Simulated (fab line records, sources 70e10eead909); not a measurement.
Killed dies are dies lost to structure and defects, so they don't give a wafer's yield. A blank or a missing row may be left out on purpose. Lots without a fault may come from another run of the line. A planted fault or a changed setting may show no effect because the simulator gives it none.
Which tool did it? | flow nand_harc | 12 lots, 36 wafers sampled, at 6 steps of a route of 1159

WHAT THE GAUGES READ, wafer by wafer
NHARC_P_GATE_CD_MEAS_91: target cd 2000 nm.
lot  | measured     | on        | cd_nm (nm)
L383 | day 5 21:14  | cd_sem-03 | 2000.8 2000.4 2000.9
L382 | day 5 22:30  | cd_sem-03 | 1998.5 1998.1 2000.8
L385 | day 6 18:38  | cd_sem-03 | 1998.5 1998.4 1999.6
L386 | day 7 00:18  | cd_sem-02 | 1997.9 1997.7 1998.7
L389 | day 7 05:16  | cd_sem-03 | 2001.9 2005.2 2001.6
L388 | day 7 05:46  | cd_sem-03 | 2000.4 1999.5 2000.9
L387 | day 7 06:39  | cd_sem-01 | 1999.8 2000.2 1999.8
L391 | day 8 00:21  | cd_sem-03 | 2000.0 2000.9 2000.8
L390 | day 8 01:07  | cd_sem-02 | 2002.0 2002.5 2006.0
L394 | day 8 15:50  | cd_sem-02 | 2001.5 2000.6 2001.5
L393 | day 8 16:13  | cd_sem-02 | 2138.9 2140.3 2136.1
L403 | day 11 13:38 | cd_sem-02 | 1998.3 1997.9 1997.9

NHARC_END_SORT_01.
lot  | measured     | on        | killed_at_array | killed_at_other | killed_at_periphery | killed_dies | killed_open | killed_short
L393 | day 22 07:31 | prober-02 | 28 24           | 0 0             | 5 3                 | 33 27       | 5 1         | 4 0

WHICH TOOL RAN EACH LOT (tool, then ch and the chambers of the sampled wafers, then the start)
lot  | NHARC_P_GATE_DESCUM_48             | NHARC_P_GATE_STRIP_112               | NHARC_P_GATE_EXPOSE_88            | NHARC_P_GATE_RTA_80
L383 | rie_diel-12 ch 0,1,2, day 5 17:47  | plasma_asher-02 ch 0,1, day 5 20:13  | krf_scanner-02 ch 0, day 5 21:04  | rtp_anneal-02 ch 0, day 5 23:43
L382 | rie_diel-12 ch 0,1,2, day 5 19:13  | plasma_asher-02 ch 0,1, day 5 21:16  | krf_scanner-04 ch 0, day 5 22:20  | rtp_anneal-01 ch 0, day 6 01:01
L385 | rie_diel-12 ch 0,1,2, day 6 15:14  | plasma_asher-01 ch 0,1, day 6 17:34  | krf_scanner-04 ch 0, day 6 18:29  | rtp_anneal-02 ch 0, day 6 21:18
L386 | rie_diel-10 ch 0,2,3, day 6 20:56  | plasma_asher-02 ch 0,1, day 6 23:11  | krf_scanner-01 ch 0, day 7 00:09  | rtp_anneal-02 ch 0, day 7 02:48
L389 | rie_diel-13 ch 0,2,3, day 7 01:54  | plasma_asher-01 ch 0,1, day 7 04:05  | krf_scanner-04 ch 0, day 7 05:07  | rtp_anneal-01 ch 0, day 7 07:47
L388 | rie_diel-13 ch 0,1,3, day 7 02:28  | plasma_asher-02 ch 1, day 7 04:35    | krf_scanner-02 ch 0, day 7 05:37  | rtp_anneal-01 ch 0, day 7 08:15
L387 | rie_diel-12 ch 1,3, day 7 03:20    | plasma_asher-02 ch 0,1, day 7 05:31  | krf_scanner-01 ch 0, day 7 06:30  | rtp_anneal-02 ch 0, day 7 09:11
L391 | rie_diel-12 ch 0,2,3, day 7 21:18  | plasma_asher-01 ch 0,1, day 7 23:17  | krf_scanner-01 ch 0, day 8 00:11  | rtp_anneal-02 ch 0, day 8 03:26
L390 | rie_diel-12 ch 0,1,2, day 7 21:50  | plasma_asher-02 ch 0,1, day 7 23:56  | krf_scanner-02 ch 0, day 8 00:58  | rtp_anneal-01 ch 0, day 8 03:44
L394 | rie_diel-12 ch 0,2, day 8 12:29    | plasma_asher-01 ch 0,1, day 8 14:38  | krf_scanner-02 ch 0, day 8 15:40  | rtp_anneal-02 ch 0, day 8 19:17
L393 | rie_diel-12 ch 0,1,2, day 8 13:00  | plasma_asher-01 ch 0,1, day 8 15:15  | krf_scanner-02 ch 0, day 8 16:04  | rtp_anneal-01 ch 0, day 8 20:09
L403 | rie_diel-12 ch 1,2,3, day 11 10:27 | plasma_asher-02 ch 0,1, day 11 12:32 | krf_scanner-04 ch 0, day 11 13:29 | rtp_anneal-01 ch 0, day 11 16:10
- NHARC_P_GATE_DESCUM_48: chemistry O2, time 3 s.
- NHARC_P_GATE_STRIP_112: strips in N2/H2, time 200 s.
- NHARC_P_GATE_EXPOSE_88: exposes mask P HVN, target cd 2000 nm.
- NHARC_P_GATE_RTA_80: time 30 s.

WHAT THE TOOLS THEMSELVES READ (means of the sampled wafers that have a number; where no wafer has one, the mark that the record gives instead)
NHARC_P_GATE_DESCUM_48.
lot  | tool        | drypump_motor_current_A (A) | oes_product_au (a.u.) | rf_vpp_V (V) | showerhead_plenum_p_Torr (Torr) | throttle_valve_pct (%)
L383 | rie_diel-12 | 5.5                         | 0.990                 | 57.6         | 1.90                            | 11.310
L382 | rie_diel-12 | 5.5                         | 0.991                 | 57.6         | 1.90                            | 11.315
L385 | rie_diel-12 | 5.5                         | 0.991                 | 58.4         | 1.90                            | 11.310
L386 | rie_diel-10 | 5.9                         | 1.001                 | 58.0         | 1.96                            | 11.310
L389 | rie_diel-13 | 5.2                         | 1.029                 | 57.9         | 1.87                            | 11.320
L388 | rie_diel-13 | 5.3                         | 1.008                 | 56.8         | 1.83                            | 11.310
L387 | rie_diel-12 | 5.6                         | 0.983                 | 58.1         | 1.87                            | 11.309
L391 | rie_diel-12 | 5.6                         | 1.002                 | 58.5         | 1.94                            | 11.305
L390 | rie_diel-12 | 5.5                         | 0.988                 | 58.0         | 1.90                            | 11.313
L394 | rie_diel-12 | 5.4                         | 1.009                 | 57.8         | 1.95                            | 11.314
L393 | rie_diel-12 | 5.5                         | 0.984                 | 56.6         | 1.89                            | 11.307
L403 | rie_diel-12 | 5.7                         | 0.998                 | 57.7         | 1.88                            | 11.316

NHARC_P_GATE_STRIP_112.
lot  | tool            | drypump_motor_current_A (A) | heater_power_w (W)
L383 | plasma_asher-02 | 5.8                         | 87
L382 | plasma_asher-02 | 5.6                         | 94
L385 | plasma_asher-01 | 5.6                         | 84
L386 | plasma_asher-02 | 5.6                         | 92
L389 | plasma_asher-01 | 5.6                         | 85
L388 | plasma_asher-02 | 6.1                         | 84
L387 | plasma_asher-02 | 5.8                         | 88
L391 | plasma_asher-01 | 5.6                         | 90
L390 | plasma_asher-02 | 5.8                         | 88
L394 | plasma_asher-01 | 5.6                         | 91
L393 | plasma_asher-01 | 5.6                         | 89
L403 | plasma_asher-02 | 5.6                         | 91

NHARC_P_GATE_RTA_80.
lot  | tool          | lamp_power_pct (%) | lamp_zone_5_pct (%) | wafer_temp_C_max
L383 | rtp_anneal-02 | 2.024              | 2.025               | 301.0
L382 | rtp_anneal-01 | 2.065              | 2.067               | 301.2
L385 | rtp_anneal-02 | 2.025              | 2.025               | 300.9
L386 | rtp_anneal-02 | 2.026              | 2.026               | 300.8
L389 | rtp_anneal-01 | 2.066              | 2.066               | 301.8
L388 | rtp_anneal-01 | 2.066              | 2.067               | 301.5
L387 | rtp_anneal-02 | 2.030              | 2.030               | 300.8
L391 | rtp_anneal-02 | 2.025              | 2.025               | 300.7
L390 | rtp_anneal-01 | 2.065              | 2.066               | 301.6
L394 | rtp_anneal-02 | 2.028              | 2.029               | 300.9
L393 | rtp_anneal-01 | 2.066              | 2.067               | 301.5
L403 | rtp_anneal-01 | 2.074              | 2.075               | 301.5

THE ANSWER, worked out from the rows above alone
Rule: what is usual is taken from the lots themselves. Put in order of their means at a reading, lots are off if they are a third of the lots or fewer, leave a main group of 4 or more, and stand apart from it by a gap of 3 or more times the standard deviation of the main group's means; of several such gaps the widest counts. A main group whose means are all the same, to the digits that the tables above print for the reading, isn't used. A lot without any number at a reading at which 4 lots or more have one is off too. The other lots that the step has rows for count as sound. The gauges are gone through in route order, then the tools' own readings, and for those a lot's mean is taken as printed above. The first step at which some lot is off is used, and at that step the reading that is off furthest; a lot without a number counts as furthest.
Off: L393, at NHARC_P_GATE_CD_MEAS_91 (cd_nm). The main group: mean 2000.3 nm, standard deviation 1.7.
A tool fits if, at a process step before that reading, it ran every lot that is off, and no sound lot after the first of them. The gauges at NHARC_P_GATE_CD_MEAS_91 are tried like those tools. Can't be told from this: 2 tools fit, plasma_asher-01 at NHARC_P_GATE_STRIP_112, krf_scanner-02 at NHARC_P_GATE_EXPOSE_88.

WHAT THE SIMULATOR HAD PUT IN
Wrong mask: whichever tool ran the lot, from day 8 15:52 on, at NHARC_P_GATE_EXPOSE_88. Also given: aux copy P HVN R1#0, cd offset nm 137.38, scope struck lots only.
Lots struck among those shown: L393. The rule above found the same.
